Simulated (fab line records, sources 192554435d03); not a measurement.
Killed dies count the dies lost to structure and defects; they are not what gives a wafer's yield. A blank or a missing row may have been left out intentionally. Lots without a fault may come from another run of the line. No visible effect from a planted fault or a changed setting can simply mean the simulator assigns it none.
Split-lot trial ; flow n5-finfet ; on a route of 1938 steps: 7 lots, 39 wafers read

== ABOUT THE SPLIT ==
At N5_FIN_SAQP_HM_DEP_03 (deposits SiNx from SiH4/NH3/N2, target thk 38 nm, time 33.6 s), the setting time-s was moved away from the recipe's 33.6 s on 15 of the 39 wafers read, by -44.7% to +43.9%. For the rest of the wafers, this setting stayed at what the recipe calls for.

== FROM THE SPLIT TO THE READING: what the file shows between them, 4 steps ==
- N5_FIN_SAQP_THK_MEAS_05
- N5_FIN_SAQP_PECVD_47: deposits a-Si from SiH4/He, target thk 45 nm, time 36.3 s
- N5_FIN_SAQP_PECVD_48: deposits SiNx from SiH4/NH3/N2, target thk 25 nm, time 22.1 s
- N5_FIN_SAQP_MANDREL2_REMOVE_60: chemistry HBr/Cl2/O2, target a-Si, stops on SiNx, bt time 10 s

== THE READING ==
etch.depth-nm (the simulator's own value, which no gauge read), in nm, at N5_FIN_SAQP_HM_OPEN_33 (chemistry CH3F/O2, target SiNx, target depth 49.4 nm, time 70.6 s). No usual value for it is given in the file. Here, 24 wafers ran the recipe; their average is 37.20 nm with a standard deviation of 0.59 nm.

wafer;tool, chamber at the split;time-s as run, s;against the recipe;etch.depth-nm, nm;against lot-mates on the recipe
L075.1;pecvd-04, 1;26.36;-21.5%;28.7;-8.18
L075.2;pecvd-04, 0;33.6;recipe;36.33;-
L075.3;pecvd-04, 1;33.6;recipe;37.5;-
L075.4;pecvd-04, 0;33.6;recipe;36.81;-
L075.5;pecvd-04, 1;26.36;-21.5%;29.13;-7.75
L075.6;pecvd-04, 0;26.36;-21.5%;28.58;-8.30
L084.1;pecvd-02, 0;33.6;recipe;36.72;-
L084.2;pecvd-02, 2;33.6;recipe;37.14;-
L084.3;pecvd-02, 1;33.6;recipe;37.22;-
L084.4;pecvd-02, 1;33.6;recipe;37.3;-
L084.5;pecvd-02, 2;33.6;recipe;37.89;-
L084.6;pecvd-02, 0;33.6;recipe;37.09;-
L085.1;pecvd-04, 0;41.32;+23.0%;45.62;+7.97
L085.2;pecvd-04, 2;41.32;+23.0%;45.55;+7.90
L085.3;pecvd-04, 1;33.6;recipe;37.46;-
L085.4;pecvd-04, 0;41.32;+23.0%;46.2;+8.55
L085.5;pecvd-04, 2;33.6;recipe;37.56;-
L085.6;pecvd-04, 1;33.6;recipe;37.92;-
L088.1;pecvd-02, 1;48.34;+43.9%;53.65;+16.14
L088.2;pecvd-02, 2;33.6;recipe;37.78;-
L088.3;pecvd-02, 0;33.6;recipe;37.17;-
L088.4;pecvd-02, 2;48.34;+43.9%;55.2;+17.69
L088.5;pecvd-02, 0;33.6;recipe;37.57;-
L088.6;pecvd-02, 1;48.34;+43.9%;55.15;+17.64
L089.1;pecvd-02, 1;33.6;recipe;37.51;-
L089.4;pecvd-02, 0;33.6;recipe;37.56;-
L089.5;pecvd-02, 1;33.6;recipe;37.92;-
L090.1;pecvd-01, 0;43.82;+30.4%;47.58;+11.35
L090.2;pecvd-01, 2;33.6;recipe;36.34;-
L090.3;pecvd-01, 1;33.6;recipe;35.74;-
L090.4;pecvd-01, 0;43.82;+30.4%;49.1;+12.87
L090.5;pecvd-01, 2;33.6;recipe;36.61;-
L090.6;pecvd-01, 1;43.82;+30.4%;48.04;+11.81
L092.1;pecvd-01, 2;33.6;recipe;37.55;-
L092.2;pecvd-01, 0;18.58;-44.7%;20.14;-17.07
L092.3;pecvd-01, 1;33.6;recipe;36.21;-
L092.4;pecvd-01, 1;18.58;-44.7%;20.27;-16.94
L092.5;pecvd-01, 2;33.6;recipe;37.87;-
L092.6;pecvd-01, 0;18.58;-44.7%;20.41;-16.80

FIT RESULTS
A straight line over all 39 wafers: etch.depth-nm changes by +0.383 nm for each +1% of time-s; r = +1.00; the points scatter about the line by 0.62 nm.
The same after taking each lot's own level away (the mean of its wafers on the recipe; 39 wafers): +0.383 nm for each +1%; r = +1.00; scatter 0.5 nm.
The reading moves by 17 nm for the largest change in time-s, on that fit.
Across the lots, their own levels run from 36.230 to 37.663 nm, a range of 2.4 times the standard deviation given above.
Consequently the slope shifts little with the lot-to-lot level, the two slopes agreeing.
Check: -17.1 nm against its lot-mates is what the line predicts for one of the wafers moved furthest among these (-44.7%) when that wafer is left out of the fit. It came out at -17.1 nm against them.

== THE WHOLE CHAIN: every reading that the file lists as answering this split, in the file's order ==
step;what it does;reading;change (the file's fit);r (the file's)
N5_FIN_SAQP_HM_DEP_03;deposits SiNx from SiH4/NH3/N2, target thk 38 nm, time 33.6 s;SiNx_of_FIN_SAQP_HM_DEP_03.thk-nm (the simulator's own value, which no gauge read);+0.383 nm for each +1% of the setting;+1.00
N5_FIN_SAQP_THK_MEAS_05;;thk-nm;withheld for each +1% of the setting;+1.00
N5_FIN_SAQP_HM_OPEN_33;chemistry CH3F/O2, target SiNx, target depth 49.4 nm, time 70.6 s;etch-rf-on-time-s;withheld for each +1% of the setting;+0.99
N5_FIN_SAQP_HM_OPEN_33;chemistry CH3F/O2, target SiNx, target depth 49.4 nm, time 70.6 s;etch.depth-nm (the simulator's own value, which no gauge read);+0.383 nm for each +1% of the setting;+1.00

== FILE'S OWN FIT ==
etch.depth-nm changes by +0.383 nm for each +1% of time-s, r = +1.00.
